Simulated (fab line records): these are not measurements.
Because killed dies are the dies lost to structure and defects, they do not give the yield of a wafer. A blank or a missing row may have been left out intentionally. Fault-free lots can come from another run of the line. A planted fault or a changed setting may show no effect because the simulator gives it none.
Split-lot study || flow n5_finfet || on a route of 1938 steps: 7 lots, 21 wafers read

## SPLIT DETAILS
At N5_BEOL_M14_TRENCH_ETCH_34 (etches SiO2 in C4F8/O2/Ar, target depth 556.65 nm, time 126.9 s), the setting bias_w was moved away from the recipe's 2040 W on 9 of the 21 wafers read, by -14.8% to -5.9%. For the rest of the wafers, this setting stayed at what the recipe calls for.

The reading comes from the split's own step.

## THE READING
rf_vpp_V, in V, at N5_BEOL_M14_TRENCH_ETCH_34 (etches SiO2 in C4F8/O2/Ar, target depth 556.65 nm, time 126.9 s). On this fab line, fault-free wafers typically give 2199 V with a standard deviation of 49 V.

{"wafer": "L077.2", "tool, chamber at the split": "rie_diel-06, 0", "bias_w as run, W": 2040, "against the recipe": "recipe", "rf_vpp_V, V": 2157, "against lot-mates on the recipe": "-"}
{"wafer": "L077.3", "tool, chamber at the split": "rie_diel-06, 3", "bias_w as run, W": 1739, "against the recipe": "-14.8%", "rf_vpp_V, V": 2005, "against lot-mates on the recipe": -194}
{"wafer": "L077.4", "tool, chamber at the split": "rie_diel-06, 2", "bias_w as run, W": 2040, "against the recipe": "recipe", "rf_vpp_V, V": 2242, "against lot-mates on the recipe": "-"}
{"wafer": "L079.2", "tool, chamber at the split": "rie_diel-02, 1", "bias_w as run, W": 2040, "against the recipe": "recipe", "rf_vpp_V, V": 2219, "against lot-mates on the recipe": "-"}
{"wafer": "L079.5", "tool, chamber at the split": "rie_diel-02, 1", "bias_w as run, W": 2040, "against the recipe": "recipe", "rf_vpp_V, V": 2219, "against lot-mates on the recipe": "-"}
{"wafer": "L079.6", "tool, chamber at the split": "rie_diel-02, 2", "bias_w as run, W": 2040, "against the recipe": "recipe", "rf_vpp_V, V": 2198, "against lot-mates on the recipe": "-"}
{"wafer": "L078.1", "tool, chamber at the split": "rie_diel-06, 3", "bias_w as run, W": 2040, "against the recipe": "recipe", "rf_vpp_V, V": 2245, "against lot-mates on the recipe": "-"}
{"wafer": "L078.2", "tool, chamber at the split": "rie_diel-06, 1", "bias_w as run, W": 2040, "against the recipe": "recipe", "rf_vpp_V, V": 2224, "against lot-mates on the recipe": "-"}
{"wafer": "L078.6", "tool, chamber at the split": "rie_diel-06, 2", "bias_w as run, W": 2040, "against the recipe": "recipe", "rf_vpp_V, V": 2242, "against lot-mates on the recipe": "-"}
{"wafer": "L080.3", "tool, chamber at the split": "rie_diel-05, 1", "bias_w as run, W": 1920, "against the recipe": "-5.9%", "rf_vpp_V, V": 2085, "against lot-mates on the recipe": -28}
{"wafer": "L080.4", "tool, chamber at the split": "rie_diel-05, 2", "bias_w as run, W": 2040, "against the recipe": "recipe", "rf_vpp_V, V": 2113, "against lot-mates on the recipe": "-"}
{"wafer": "L080.5", "tool, chamber at the split": "rie_diel-05, 1", "bias_w as run, W": 1920, "against the recipe": "-5.9%", "rf_vpp_V, V": 2086, "against lot-mates on the recipe": -27}
{"wafer": "L083.2", "tool, chamber at the split": "rie_diel-06, 2", "bias_w as run, W": 2040, "against the recipe": "recipe", "rf_vpp_V, V": 2241, "against lot-mates on the recipe": "-"}
{"wafer": "L083.3", "tool, chamber at the split": "rie_diel-06, 3", "bias_w as run, W": 1790, "against the recipe": "-12.3%", "rf_vpp_V, V": 2047, "against lot-mates on the recipe": -194}
{"wafer": "L083.5", "tool, chamber at the split": "rie_diel-06, 1", "bias_w as run, W": 1790, "against the recipe": "-12.3%", "rf_vpp_V, V": 2026, "against lot-mates on the recipe": -215}
{"wafer": "L084.1", "tool, chamber at the split": "rie_diel-05, 0", "bias_w as run, W": 2040, "against the recipe": "recipe", "rf_vpp_V, V": 2148, "against lot-mates on the recipe": "-"}
{"wafer": "L084.2", "tool, chamber at the split": "rie_diel-05, 2", "bias_w as run, W": 1856, "against the recipe": "-9.0%", "rf_vpp_V, V": 1975, "against lot-mates on the recipe": -173}
{"wafer": "L084.4", "tool, chamber at the split": "rie_diel-05, 2", "bias_w as run, W": 1856, "against the recipe": "-9.0%", "rf_vpp_V, V": 1977, "against lot-mates on the recipe": -171}
{"wafer": "L085.2", "tool, chamber at the split": "rie_diel-02, 1", "bias_w as run, W": 1822, "against the recipe": "-10.7%", "rf_vpp_V, V": 2050, "against lot-mates on the recipe": -221}
{"wafer": "L085.5", "tool, chamber at the split": "rie_diel-02, 3", "bias_w as run, W": 1822, "against the recipe": "-10.7%", "rf_vpp_V, V": 1968, "against lot-mates on the recipe": -303}
{"wafer": "L085.6", "tool, chamber at the split": "rie_diel-02, 0", "bias_w as run, W": 2040, "against the recipe": "recipe", "rf_vpp_V, V": 2271, "against lot-mates on the recipe": "-"}

THE FIT
A straight line over all 21 wafers: rf_vpp_V changes by +17.1 V for each +1% of bias_w; r = +0.89; the points scatter about the line by 50 V.
The same after taking each lot's own level away (the mean of its wafers on the recipe; 21 wafers): +17.5 V for each +1%; r = +0.92; scatter 43 V.
The reading moves by 2.6e+02 V for the largest change in bias_w, on that fit.
The lots' own levels span 2113.0 to 2271.0 V, that is 3.2 times the standard deviation above.
Consequently the slope shifts little with the lot-to-lot level, the two slopes agreeing.
Check: for one of the wafers moved furthest among these (-14.8%), held out of the fit, the line's prediction against its lot-mates is -275 V. Against them it came out at -194 V.
Tool readings at the split's step, against how far the setting was moved: rf_vpp_V r = +0.89.

## OTHER SPLITS APPLIED TO THESE WAFERS
These wafers also went through other splits before the reading. Each is held against what the fit with the lots' levels taken away leaves over:
{"other split on the same wafers": "N5_BEOL_M14_DESCUM_15 time_s", "wafers away from the commonest value": 8, "r with rf_vpp_V (lot level and that fit taken away)": "+0.25"}

## THE FILE'S OWN FIT
rf_vpp_V changes by +16.5 V for each +1% of bias_w, r = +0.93.
